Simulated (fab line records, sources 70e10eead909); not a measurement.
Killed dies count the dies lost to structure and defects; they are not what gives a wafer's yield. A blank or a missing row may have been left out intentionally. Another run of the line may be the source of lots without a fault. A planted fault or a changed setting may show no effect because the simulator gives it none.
The tool behind it: which one? -- flow nandHarc -- Sampling: 13 lots, 39 wafers, 6 of 1302 route steps

== WHAT EACH GAUGE READ, for each wafer ==
NHARC_A_ZERO_WELL_CD_MEAS_10 targets a cd of 2000 nm. Usual: cdNm 1999.9 nm, standard deviation 2.1.
lot,measured,on,cdNm (nm),flag
L570,day 7 02:31,cdSem-01,1999.4 1998.8 1998.3,
L571,day 7 14:43,cdSem-03,2003.2 2002.0 2000.2,
L572,day 7 18:13,cdSem-03,1999.6 1997.0 2000.8,
L573,day 8 07:18,cdSem-02,1994.8 1994.8 1999.3,
L578,day 10 12:25,cdSem-02,2001.0 2002.9 2001.4,
L581,day 11 14:19,cdSem-02,1998.7 1996.7 1997.6,
L584,day 13 00:48,cdSem-02,2002.6 2000.9 2001.5,
L585,day 13 13:48,cdSem-02,2003.0 2000.5 2000.2,
L586,day 14 02:43,cdSem-02,1996.9 1998.4 1996.2,
L587,day 14 07:04,cdSem-02,2000.4 1999.8 2003.0,
L588,day 14 13:46,cdSem-03,1999.3 2001.7 1999.8,
L591,day 16 00:56,cdSem-02,2001.0 2000.2 2000.5,
L592,day 16 14:13,cdSem-01,1999.8 2002.1 2000.2,

NHARC_A_SOURCE_PLATE_THK_MEAS_06: measures by ellipsometry. Usual: thkNm 200.5 nm, standard deviation 2.3.
lot,measured,on,thkNm (nm),flag
L570,day 7 23:37,filmMetro-01,200.6 198.3 199.5,
L571,day 8 14:47,filmMetro-01,198.0 198.2 202.3,
L572,day 8 14:47,filmMetro-01,203.0 202.1 203.1,
L573,day 9 04:41,filmMetro-02,199.9 199.9 200.9,
L578,day 11 11:14,filmMetro-01,200.8 198.5 198.8,
L581,day 12 13:00,filmMetro-01,199.7 200.8 200.6,
L584,day 13 20:33,filmMetro-01,197.6 199.9 198.5,
L585,day 14 14:39,filmMetro-02,197.8 199.5 197.6,
L586,day 15 01:58,filmMetro-02,203.4 201.8 201.2,
L587,day 15 01:58,filmMetro-01,203.6 200.8 199.9,
L588,day 15 10:34,filmMetro-01,200.9 204.6 201.0,
L591,day 17 00:35,filmMetro-01,203.0 201.5 204.0,
L592,day 17 12:14,filmMetro-01,196.0 197.1 198.5,

NHARC_A_ONON_D1_THK_MEAS_08: measures by ellipsometry. Usual: thkNm 999 nm, standard deviation 6.7.
lot,measured,on,thkNm (nm),flag
L570,day 8 01:23,filmMetro-01,1003 1004 1003,
L571,day 8 16:37,filmMetro-02,1017 1017 1017,
L572,day 8 16:35,filmMetro-01,1000 999 998,
L573,day 9 06:28,filmMetro-01,994 993 993,
L578,day 11 13:04,filmMetro-01,1003 1307 1005,OFF
L581,day 12 14:46,filmMetro-01,997 1299 997,OFF
L584,day 13 22:20,filmMetro-02,1007 1004 1006,
L585,day 14 16:27,filmMetro-01,991 990 990,
L586,day 15 03:44,filmMetro-02,998 998 997,
L587,day 15 03:44,filmMetro-02,995 995 994,
L588,day 15 12:19,filmMetro-01,1011 1011 1010,
L591,day 17 02:23,filmMetro-01,1010 1011 1010,
L592,day 17 14:04,filmMetro-01,995 996 994,

NHARC_END_SORT_01. Usual: killedAtArray 51, standard deviation 18; killedAtOther 1.0, standard deviation 1.2; killedAtPeriphery 3.7, standard deviation 2.9; killedDies 55, standard deviation 19; killedOpen 3.5, standard deviation 1.9; killedShort 2.6, standard deviation 1.6.
lot,measured,on,killedAtArray,killedAtOther,killedAtPeriphery,killedDies,killedOpen,killedShort,flag
L578,day 28 12:04,prober-01,67 673 81,1 1 1,2 3 2,70 677 84,4 4 2,1 2 4,OFF
L581,day 29 10:55,prober-02,83 670 80,0 0 0,6 7 6,89 677 86,4 3 4,5 2 2,OFF

== TOOL THAT RAN EACH LOT (tool first, then ch and the chambers of the sampled wafers, then the start) ==
lot,NHARC_P_BONDPAD_ACTIVATE_29,NHARC_A_ONON_D1_DEP_06
L570,"rieDiel-02 ch 0,1,2, day 7 01:14","pecvdOnon-03 ch 0, day 8 00:59"
L571,"rieDiel-12 ch 0,2, day 7 13:29","pecvdOnon-03 ch 0, day 8 16:13"
L572,"rieDiel-10 ch 1,2, day 7 17:05","pecvdOnon-02 ch 0, day 8 16:07"
L573,"rieDiel-12 ch 0,1,3, day 8 05:58","pecvdOnon-04 ch 0, day 9 05:57"
L578,"rieDiel-10 ch 0,1,2, day 10 11:12","pecvdOnon-04 ch 0, day 11 12:34"
L581,"rieDiel-02 ch 1,2, day 11 13:03","pecvdOnon-04 ch 0, day 12 14:16"
L584,"rieDiel-10 ch 0,2,3, day 12 23:34","pecvdOnon-03 ch 0, day 13 22:01"
L585,"rieDiel-12 ch 0,1,2, day 13 12:41","pecvdOnon-02 ch 0, day 14 15:56"
L586,"rieDiel-10 ch 2,3, day 14 01:37","pecvdOnon-04 ch 0, day 15 03:14"
L587,"rieDiel-12 ch 1,2,3, day 14 05:49","pecvdOnon-03 ch 0, day 15 03:14"
L588,"rieDiel-12 ch 0,2,3, day 14 12:40","pecvdOnon-03 ch 0, day 15 11:52"
L591,"rieDiel-10 ch 2,3, day 15 23:49","pecvdOnon-02 ch 0, day 17 01:59"
L592,"rieDiel-02 ch 2,3, day 16 13:05","pecvdOnon-02 ch 0, day 17 13:40"
- NHARC_P_BONDPAD_ACTIVATE_29: chemistry N2, time 60 s.
- NHARC_A_ONON_D1_DEP_06: target thk 1000 nm.

== WHAT THE TOOLS THEMSELVES READ (means of the sampled wafers that have a number; where no wafer has one, the mark that the record gives instead) ==
NHARC_P_BONDPAD_ACTIVATE_29. Usual: drypumpMotorCurrentA 5.6 A, standard deviation 0.43; oesProductAu 0.997 a.u., standard deviation 0.011; rfVppV 64.3 V, standard deviation 0.78; showerheadPlenumPTorr 1.77 Torr, standard deviation 0.059.
lot,tool,drypumpMotorCurrentA (A),oesProductAu (a.u.),rfVppV (V),showerheadPlenumPTorr (Torr),flag
L570,rieDiel-02,5.4,0.990,64.7,1.78,
L571,rieDiel-12,6.1,0.978,63.8,1.71,
L572,rieDiel-10,5.3,0.995,63.7,1.81,
L573,rieDiel-12,5.7,0.994,64.5,1.75,
L578,rieDiel-10,5.7,1.003,64.1,1.78,
L581,rieDiel-02,5.7,0.993,64.5,1.75,
L584,rieDiel-10,5.5,0.990,64.2,1.77,
L585,rieDiel-12,5.8,0.989,63.5,1.77,
L586,rieDiel-10,5.1,0.987,64.1,1.80,
L587,rieDiel-12,5.6,0.988,64.7,1.78,
L588,rieDiel-12,5.9,1.000,64.8,1.72,
L591,rieDiel-10,5.1,0.993,64.4,1.80,
L592,rieDiel-02,5.6,1.007,64.0,1.79,

== THE ANSWER, worked out from the rows above alone ==
Rule: a lot is off if the mean of its wafers that have a number lies more than 3 standard deviations from the usual mean. Also off: a lot with no number at a reading for which 4 or more lots have one. The other lots that the step has rows for count as sound. After the gauges, taken in route order, come the tools' own readings; for these a lot's mean is taken, as printed above. The first step at which some lot is off is used, and at that step the reading that is off furthest; a lot without a number counts as furthest.
Off at NHARC_A_ONON_D1_THK_MEAS_08 (thkNm): L578, L581.
A tool fits if, at a process step before that reading, it ran every lot that is off, and no sound lot after the first of them. Not tried: the gauges at NHARC_A_ONON_D1_THK_MEAS_08; whatever is off there is also off at NHARC_END_SORT_01, on other tools, and gauge error can't account for it. Not one of the candidates tried fits.

== WHAT THE SIMULATOR PUT IN ==
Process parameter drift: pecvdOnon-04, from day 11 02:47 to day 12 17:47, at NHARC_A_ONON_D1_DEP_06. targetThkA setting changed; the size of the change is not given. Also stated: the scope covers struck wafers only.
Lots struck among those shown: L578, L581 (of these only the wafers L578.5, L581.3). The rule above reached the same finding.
